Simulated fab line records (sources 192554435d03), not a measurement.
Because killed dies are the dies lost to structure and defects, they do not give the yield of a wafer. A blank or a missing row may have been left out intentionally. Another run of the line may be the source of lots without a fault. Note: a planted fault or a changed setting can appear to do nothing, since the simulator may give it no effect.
Which tool did it?    flow n5_finfet    Sampling: 10 lots, 30 wafers, 6 of 1938 route steps

WHAT THE GAUGES READ, wafer by wafer
N5_BEOL_M9_INSPECT_58: inspects for defects (darkfield). Usual: raw_defect_count reads 70 (standard deviation 21).
lot   measured      on                 raw_defect_count  flag
L623  day 9 20:20   defect_inspect-02  65 77 70          
L625  day 10 21:27  defect_inspect-01  64 75 86          
L627  day 11 01:05  defect_inspect-01  58 44 44          
L630  day 11 18:21  defect_inspect-02  87 66 96          
L632  day 12 02:37  defect_inspect-01  56 70 77          
L640  day 14 15:14  defect_inspect-02  60 59 124         
L642  day 15 03:09  defect_inspect-01  79 94 89          
L645  day 15 12:02  defect_inspect-02  43 75 61          
L644  day 15 12:43  defect_inspect-02  94 84 89          
L646  day 15 19:08  defect_inspect-01  71 80 53          

N5_BEOL_M10_INSPECT_13: inspects for defects (brightfield). Usual: raw_defect_count reads 420 (standard deviation 84).
lot   measured      on                 raw_defect_count  flag
L623  day 9 22:52   defect_inspect-01  322 409 311       
L625  day 11 00:31  defect_inspect-02  467 556 482       
L627  day 11 04:27  defect_inspect-02  539 490 356       
L630  day 11 21:06  defect_inspect-02  938 980 1152      OFF
L632  day 12 05:05  defect_inspect-01  1006 1126 1100    OFF
L640  day 14 17:28  defect_inspect-02  411 368 527       
L642  day 15 04:42  defect_inspect-02  415 329 430       
L645  day 15 14:05  defect_inspect-01  383 334 432       
L644  day 15 14:07  defect_inspect-01  436 471 545       
L646  day 15 21:17  defect_inspect-02  453 532 383       

N5_BEOL_M10_INSPECT_30: inspects for defects (brightfield). Usual: raw_defect_count reads 415 (standard deviation 90).
lot   measured      on                 raw_defect_count  flag
L623  day 9 23:50   defect_inspect-01  315 411 335       
L625  day 11 01:32  defect_inspect-02  436 546 501       
L627  day 11 06:35  defect_inspect-01  493 455 304       
L630  day 12 00:08  defect_inspect-01  928 948 1116      OFF
L632  day 12 06:40  defect_inspect-01  1023 1109 1114    OFF
L640  day 14 18:25  defect_inspect-01  375 320 496       
L642  day 15 07:08  defect_inspect-01  407 306 373       
L645  day 15 16:32  defect_inspect-02  414 384 474       
L644  day 15 16:22  defect_inspect-01  442 472 552       
L646  day 15 22:15  defect_inspect-01  393 506 335       

WHICH TOOL RAN EACH LOT (tool, then ch and the chambers of the sampled wafers, then the start)
lot   N5_BEOL_M9_SPUTTER_48         N5_BEOL_M10_ILD_DEP_00           N5_BEOL_M10_ETCH_62
L623  pvd_sputter-02, day 9 19:19   pecvd-02 ch 0,1,2, day 9 20:23   rie_diel-05 ch 1,2,3, day 9 22:59
L625  pvd_sputter-03, day 10 20:04  pecvd-03 ch 0,1, day 10 21:29    rie_diel-01 ch 0,1,3, day 11 00:41
L627  pvd_sputter-03, day 11 00:04  pecvd-02 ch 0,1,2, day 11 01:07  rie_diel-01 ch 0,1, day 11 04:34
L630  pvd_sputter-02, day 11 17:22  pecvd-04 ch 0,2, day 11 18:23    rie_diel-06 ch 0,3, day 11 21:17
L632  pvd_sputter-03, day 12 01:22  pecvd-04 ch 0,1,2, day 12 02:40  rie_diel-05 ch 1,3, day 12 05:14
L640  pvd_sputter-03, day 14 14:05  pecvd-02 ch 0,1,2, day 14 15:17  rie_diel-06 ch 0,1,2, day 14 17:35
L642  pvd_sputter-01, day 15 02:10  pecvd-03 ch 1,2, day 15 03:11    rie_diel-06 ch 1,2, day 15 04:49
L645  pvd_sputter-03, day 15 11:02  pecvd-02 ch 0,1,2, day 15 12:07  rie_diel-06 ch 1,2, day 15 14:12
L644  pvd_sputter-03, day 15 11:41  pecvd-04 ch 0,1,2, day 15 12:46  rie_diel-05 ch 0,2,3, day 15 14:14
L646  pvd_sputter-01, day 15 18:09  pecvd-04 ch 1,2, day 15 19:10    rie_diel-05 ch 0,2,3, day 15 21:25
- N5_BEOL_M9_SPUTTER_48: material Cu, target thk 12 nm, time 2 s.
- N5_BEOL_M10_ILD_DEP_00: deposits SiCOH lowk from DEMS/porogen, target thk 308.51 nm, time 58 s.
- N5_BEOL_M10_ETCH_62: etches SOC in N2/H2, target depth 110 nm, overetch 22 nm, time 165 s.

AS READ BY THE TOOLS THEMSELVES (means over the sampled wafers that have a number; for cases with no such wafer, the mark the record gives instead)
N5_BEOL_M9_SPUTTER_48. Usual: chamber_pressure_pa 0.12998 Pa, standard deviation 0.00027; throttle_valve_pct 29.7 %, standard deviation 1.3.
lot   tool            chamber_pressure_pa (Pa)  throttle_valve_pct (%)  flag
L623  pvd_sputter-02  0.12973                   30.8                    
L625  pvd_sputter-03  0.13005                   28.6                    
L627  pvd_sputter-03  0.12995                   28.6                    
L630  pvd_sputter-02  0.12995                   31.0                    
L632  pvd_sputter-03  0.13012                   29.3                    
L640  pvd_sputter-03  0.12967                   28.5                    
L642  pvd_sputter-01  0.12977                   29.2                    
L645  pvd_sputter-03  0.12998                   30.1                    
L644  pvd_sputter-03  0.13010                   29.3                    
L646  pvd_sputter-01  0.12978                   29.3                    

N5_BEOL_M10_ILD_DEP_00. Usual: chamber_pressure_Torr 4.999 Torr, standard deviation 0.011; heater_power_w 316 W, standard deviation 64; showerhead_plenum_p_Torr 5.748 Torr, standard deviation 0.018; throttle_valve_pct 14.0 %, standard deviation 0.76.
lot   tool      chamber_pressure_Torr (Torr)  heater_power_w (W)  showerhead_plenum_p_Torr (Torr)  throttle_valve_pct (%)  flag
L623  pecvd-02  4.992                         316                 5.751                            14.0                    
L625  pecvd-03  4.998                         359                 5.762                            14.5                    
L627  pecvd-02  5.006                         317                 5.742                            13.9                    
L630  pecvd-04  5.003                         317                 5.730                            13.7                    
L632  pecvd-04  5.003                         323                 5.737                            13.7                    
L640  pecvd-02  4.997                         338                 5.747                            14.0                    
L642  pecvd-03  5.002                         319                 5.740                            13.7                    
L645  pecvd-02  4.997                         319                 5.744                            13.8                    
L644  pecvd-04  4.999                         339                 5.729                            13.7                    
L646  pecvd-04  4.998                         321                 5.749                            13.2                    

N5_BEOL_M10_ETCH_62. Usual: chamber_pressure_mTorr 30.001 mTorr, standard deviation 0.027; drypump_motor_current_A 5.7 A, standard deviation 0.55; oes_product_au 0.68 a.u., standard deviation 0.076; rf_vpp_V 524.6 V, standard deviation 2.2; showerhead_plenum_p_Torr 2.56 Torr, standard deviation 0.078; throttle_valve_pct 17.79 %, standard deviation 0.24.
lot   tool         chamber_pressure_mTorr (mTorr)  drypump_motor_current_A (A)  oes_product_au (a.u.)  rf_vpp_V (V)  showerhead_plenum_p_Torr (Torr)  throttle_valve_pct (%)  flag
L623  rie_diel-05  29.994                          5.5                          0.65                   526.8         2.66                             17.88                   
L625  rie_diel-01  29.985                          5.4                          0.68                   523.0         2.51                             17.88                   
L627  rie_diel-01  30.021                          5.6                          0.73                   521.8         2.47                             17.71                   
L630  rie_diel-06  29.998                          5.2                          0.66                   522.0         2.49                             17.89                   
L632  rie_diel-05  30.003                          5.7                          0.67                   527.9         2.67                             17.70                   
L640  rie_diel-06  30.020                          5.6                          0.68                   523.8         2.52                             17.69                   
L642  rie_diel-06  29.971                          5.7                          0.66                   524.5         2.53                             17.61                   
L645  rie_diel-06  30.017                          5.7                          0.65                   523.7         2.53                             17.62                   
L644  rie_diel-05  30.007                          5.8                          0.73                   525.3         2.58                             17.66                   
L646  rie_diel-05  30.006                          5.8                          0.73                   525.4         2.58                             17.66                   

THE ANSWER, worked out from the rows above alone
Rule: a lot is off if the mean of its wafers that have a number lies more than 3 standard deviations from the usual mean. Also off: a lot with no number at a reading for which 4 or more lots have one. The other lots that the step has rows for count as sound. The gauges are gone through in route order, then the tools' own readings, and for those a lot's mean is taken as printed above. At the first step where some lot is off, the reading lying furthest off is the one used; lots without a number count as furthest.
Off: L630, L632 (N5_BEOL_M10_INSPECT_13, raw_defect_count).
If a tool, at a process step before that reading, ran all the lots that are off and no sound lot after the first of them, it fits. The gauges at N5_BEOL_M10_INSPECT_13 are tried like those tools. None of those tried fits.

WHAT THE SIMULATOR PUT IN
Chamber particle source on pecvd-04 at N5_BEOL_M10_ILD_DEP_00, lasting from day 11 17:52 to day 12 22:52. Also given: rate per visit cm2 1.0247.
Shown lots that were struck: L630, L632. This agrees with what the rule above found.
